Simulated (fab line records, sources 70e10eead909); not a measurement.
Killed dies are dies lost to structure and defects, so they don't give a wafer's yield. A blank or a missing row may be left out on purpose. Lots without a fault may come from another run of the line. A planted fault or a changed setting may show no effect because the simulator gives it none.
Which tool did it? | flow nand_harc | 12 lots, 36 wafers sampled, at 6 steps of a route of 1302

WHAT THE GAUGES READ, wafer by wafer
NHARC_P_GATE_INSPECT_68. Usual: raw_defect_count 220, standard deviation 100.
lot  | measured     | on                | raw_defect_count | flag
L114 | day 6 03:17  | defect_inspect-02 | 255 436 231      |
L115 | day 6 04:04  | defect_inspect-01 | 203 120 225      |
L116 | day 6 19:44  | defect_inspect-01 | 395 183 178      |
L120 | day 8 18:05  | defect_inspect-02 | 233 196 221      |
L123 | day 9 11:38  | defect_inspect-01 | 385 402 512      |
L129 | day 11 21:49 | defect_inspect-02 | 247 145 237      |
L131 | day 12 17:01 | defect_inspect-01 | 908 857 966      | OFF
L132 | day 13 08:46 | defect_inspect-02 | 983 1027 1004    | OFF
L133 | day 13 16:59 | defect_inspect-02 | 290 281 239      |
L134 | day 14 04:46 | defect_inspect-01 | 242 179 242      |
L135 | day 15 03:35 | defect_inspect-02 | 163 212 146      |
L137 | day 15 15:26 | defect_inspect-02 | 112 144 179      |

NHARC_END_SORT_01. Usual: killed_at_array 52, standard deviation 16; killed_at_other 0.8, standard deviation 0.98; killed_at_periphery 4.2, standard deviation 2.9; killed_dies 57, standard deviation 16; killed_open 3.3, standard deviation 1.9; killed_short 2.5, standard deviation 1.5.
lot  | measured     | on        | killed_at_array | killed_at_other | killed_at_periphery | killed_dies | killed_open | killed_short | flag
L131 | day 31 15:01 | prober-02 | 61 64 51        | 0 2 2           | 58 99 97            | 119 165 150 | 6 1 2       | 1 3 3        | OFF
L132 | day 31 06:23 | prober-01 | 52 44 33        | 1 3 0           | 100 98 102          | 153 145 135 | 5 6 1       | 2 6 2        | OFF

WHICH TOOL RAN EACH LOT (tool, then ch and the chambers of the sampled wafers, then the start)
lot  | NHARC_P_GATE_STRIP_111               | NHARC_P_GATE_DESCUM_93             | NHARC_P_GATE_RTA_64              | NHARC_P_CONTACT_CMP_01
L114 | plasma_asher-01 ch 0,1, day 5 21:26  | rie_diel-12 ch 0,3, day 6 00:22    | rtp_anneal-01 ch 0, day 6 02:07  | cmp-04 ch 0,1, day 6 04:04
L115 | plasma_asher-02 ch 0,1, day 5 22:02  | rie_diel-12 ch 0,1, day 6 01:03    | rtp_anneal-01 ch 0, day 6 02:51  | cmp-01 ch 0,1,3, day 6 04:50
L116 | plasma_asher-01 ch 0,1, day 6 13:49  | rie_diel-12 ch 0,1,3, day 6 16:49  | rtp_anneal-01 ch 0, day 6 18:29  | cmp-03 ch 1,2,3, day 6 20:34
L120 | plasma_asher-01 ch 0,1, day 8 12:15  | rie_diel-03 ch 0,3, day 8 15:11    | rtp_anneal-02 ch 0, day 8 16:50  | cmp-01 ch 0,3, day 8 18:53
L123 | plasma_asher-02 ch 0,1, day 9 04:48  | rie_diel-03 ch 0,1,3, day 9 07:55  | rtp_anneal-02 ch 0, day 9 09:33  | cmp-04 ch 0,1,2, day 9 12:29
L129 | plasma_asher-01 ch 1, day 11 15:49   | rie_diel-12 ch 2,3, day 11 18:55   | rtp_anneal-01 ch 0, day 11 20:34 | cmp-01 ch 0,2, day 11 22:44
L131 | plasma_asher-01 ch 0,1, day 12 11:07 | rie_diel-12 ch 0,2, day 12 14:03   | rtp_anneal-01 ch 0, day 12 15:44 | cmp-04 ch 2,3, day 12 17:47
L132 | plasma_asher-01 ch 0, day 13 02:40   | rie_diel-02 ch 1,2,3, day 13 05:46 | rtp_anneal-02 ch 0, day 13 07:26 | cmp-04 ch 0,2,3, day 13 09:35
L133 | plasma_asher-02 ch 0,1, day 13 10:47 | rie_diel-03 ch 0,2,3, day 13 13:57 | rtp_anneal-01 ch 0, day 13 15:39 | cmp-03 ch 0,1,3, day 13 17:45
L134 | plasma_asher-02 ch 0,1, day 13 22:43 | rie_diel-02 ch 0,2, day 14 01:46   | rtp_anneal-01 ch 0, day 14 03:25 | cmp-03 ch 0,1,2, day 14 05:35
L135 | plasma_asher-02 ch 0,1, day 14 21:45 | rie_diel-03 ch 0,3, day 15 00:41   | rtp_anneal-02 ch 0, day 15 02:22 | cmp-01 ch 0,1,3, day 15 04:22
L137 | plasma_asher-02 ch 0,1, day 15 09:39 | rie_diel-02 ch 0,1,2, day 15 12:31 | rtp_anneal-02 ch 0, day 15 14:11 | cmp-03 ch 0,2,3, day 15 16:13
- NHARC_P_GATE_STRIP_111: strips in N2/H2, time 250 s.
- NHARC_P_GATE_DESCUM_93: chemistry O2, time 3 s.
- NHARC_P_GATE_RTA_64: time 1 s.
- NHARC_P_CONTACT_CMP_01: polishes SiO2, target thk 200 nm.

WHAT THE TOOLS THEMSELVES READ (means of the sampled wafers that have a number; where no wafer has one, the mark that the record gives instead)
NHARC_P_GATE_STRIP_111. Usual: drypump_motor_current_A 5.7 A, standard deviation 0.66; heater_power_w 89 W, standard deviation 4.8.
lot  | tool            | drypump_motor_current_A (A) | heater_power_w (W) | flag
L114 | plasma_asher-01 | 6.1                         | 93                 |
L115 | plasma_asher-02 | 5.6                         | 87                 |
L116 | plasma_asher-01 | 6.1                         | 93                 |
L120 | plasma_asher-01 | 5.6                         | 89                 |
L123 | plasma_asher-02 | 5.3                         | 87                 |
L129 | plasma_asher-01 | 5.1                         | 83                 |
L131 | plasma_asher-01 | 6.1                         | 91                 |
L132 | plasma_asher-01 | 6.6                         | 94                 |
L133 | plasma_asher-02 | 5.3                         | 89                 |
L134 | plasma_asher-02 | 5.3                         | 90                 |
L135 | plasma_asher-02 | 5.6                         | 87                 |
L137 | plasma_asher-02 | 5.3                         | 90                 |

NHARC_P_GATE_DESCUM_93. Usual: drypump_motor_current_A 5.6 A, standard deviation 0.57; oes_product_au 0.998 a.u., standard deviation 0.013; rf_vpp_V 57.7 V, standard deviation 0.93; showerhead_plenum_p_Torr 1.90 Torr, standard deviation 0.093; throttle_valve_pct 11.312 %, standard deviation 0.0091.
lot  | tool        | drypump_motor_current_A (A) | oes_product_au (a.u.) | rf_vpp_V (V) | showerhead_plenum_p_Torr (Torr) | throttle_valve_pct (%) | flag
L114 | rie_diel-12 | 6.0                         | 1.015                 | 57.1         | 1.95                            | 11.312                 |
L115 | rie_diel-12 | 6.3                         | 0.986                 | 57.8         | 1.96                            | 11.312                 |
L116 | rie_diel-12 | 6.0                         | 0.994                 | 57.1         | 1.93                            | 11.315                 |
L120 | rie_diel-03 | 5.3                         | 1.003                 | 57.3         | 1.87                            | 11.318                 |
L123 | rie_diel-03 | 5.3                         | 1.002                 | 57.1         | 1.84                            | 11.314                 |
L129 | rie_diel-12 | 5.9                         | 1.013                 | 57.8         | 1.95                            | 11.316                 |
L131 | rie_diel-12 | 6.3                         | 1.001                 | 59.1         | 2.03                            | 11.322                 |
L132 | rie_diel-02 | 5.1                         | 0.996                 | 58.0         | 1.83                            | 11.311                 |
L133 | rie_diel-03 | 5.6                         | 1.003                 | 58.0         | 1.84                            | 11.305                 |
L134 | rie_diel-02 | 5.8                         | 0.991                 | 58.2         | 2.00                            | 11.302                 |
L135 | rie_diel-03 | 5.2                         | 1.014                 | 57.8         | 1.84                            | 11.311                 |
L137 | rie_diel-02 | 5.5                         | 0.987                 | 58.0         | 1.92                            | 11.321                 |

NHARC_P_GATE_RTA_64. Usual: lamp_power_pct 38 %, standard deviation 4.9; lamp_zone_3_pct 38 %, standard deviation 4.9; wafer_temp_C_max 1053.5, standard deviation 0.99.
lot  | tool          | lamp_power_pct (%) | lamp_zone_3_pct (%) | wafer_temp_C_max | flag
L114 | rtp_anneal-01 | 42                 | 42                  | 1052.6           |
L115 | rtp_anneal-01 | 42                 | 42                  | 1052.9           |
L116 | rtp_anneal-01 | 42                 | 42                  | 1053.3           |
L120 | rtp_anneal-02 | 33                 | 33                  | 1053.9           |
L123 | rtp_anneal-02 | 33                 | 33                  | 1054.6           |
L129 | rtp_anneal-01 | 42                 | 42                  | 1052.5           |
L131 | rtp_anneal-01 | 42                 | 42                  | 1052.1           |
L132 | rtp_anneal-02 | 33                 | 33                  | 1054.3           |
L133 | rtp_anneal-01 | 42                 | 42                  | 1052.5           |
L134 | rtp_anneal-01 | 42                 | 42                  | 1053.1           |
L135 | rtp_anneal-02 | 33                 | 33                  | 1054.1           |
L137 | rtp_anneal-02 | 33                 | 33                  | 1054.0           |

NHARC_P_CONTACT_CMP_01. Usual: motor_current_A 12.4 A, standard deviation 1.1; retaining_ring_pressure_frac 0.999, standard deviation 0.0052.
lot  | tool   | motor_current_A (A) | retaining_ring_pressure_frac | flag
L114 | cmp-04 | 11.9                | 1.004                        |
L115 | cmp-01 | 12.6                | 1.003                        |
L116 | cmp-03 | 12.8                | 1.002                        |
L120 | cmp-01 | 12.1                | 1.005                        |
L123 | cmp-04 | 12.5                | 0.994                        |
L129 | cmp-01 | 11.7                | 1.003                        |
L131 | cmp-04 | 12.5                | 1.005                        |
L132 | cmp-04 | 12.2                | 0.999                        |
L133 | cmp-03 | 12.8                | 0.997                        |
L134 | cmp-03 | 13.5                | 1.001                        |
L135 | cmp-01 | 12.6                | 0.997                        |
L137 | cmp-03 | 12.4                | 1.001                        |

THE ANSWER, worked out from the rows above alone
Rule: a lot is off if the mean of its wafers that have a number lies more than 3 standard deviations from the usual mean. A lot without any number at a reading at which 4 lots or more have one is off too. The other lots that the step has rows for count as sound. The gauges are gone through in route order, then the tools' own readings, and for those a lot's mean is taken as printed above. The first step at which some lot is off is used, and at that step the reading that is off furthest; a lot without a number counts as furthest.
Off: L131, L132, at NHARC_P_GATE_INSPECT_68 (raw_defect_count).
A tool fits if, at a process step before that reading, it ran every lot that is off, and no sound lot after the first of them. The gauges at NHARC_P_GATE_INSPECT_68 aren't tried: what is off there is off at NHARC_END_SORT_01 too, on other tools, and a gauge's error can't cause that. One fits: plasma_asher-01 at NHARC_P_GATE_STRIP_111. Its last sound lot is L129 (day 11 15:49), its first lot that is off L131 (day 12 11:07): a fault that began between those two fits.

WHAT THE SIMULATOR HAD PUT IN
Chamber particle source: plasma_asher-01, from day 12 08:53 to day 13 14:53, at NHARC_P_GATE_STRIP_111. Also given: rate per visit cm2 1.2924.
Lots struck among those shown: L131, L132. The rule above found the same.
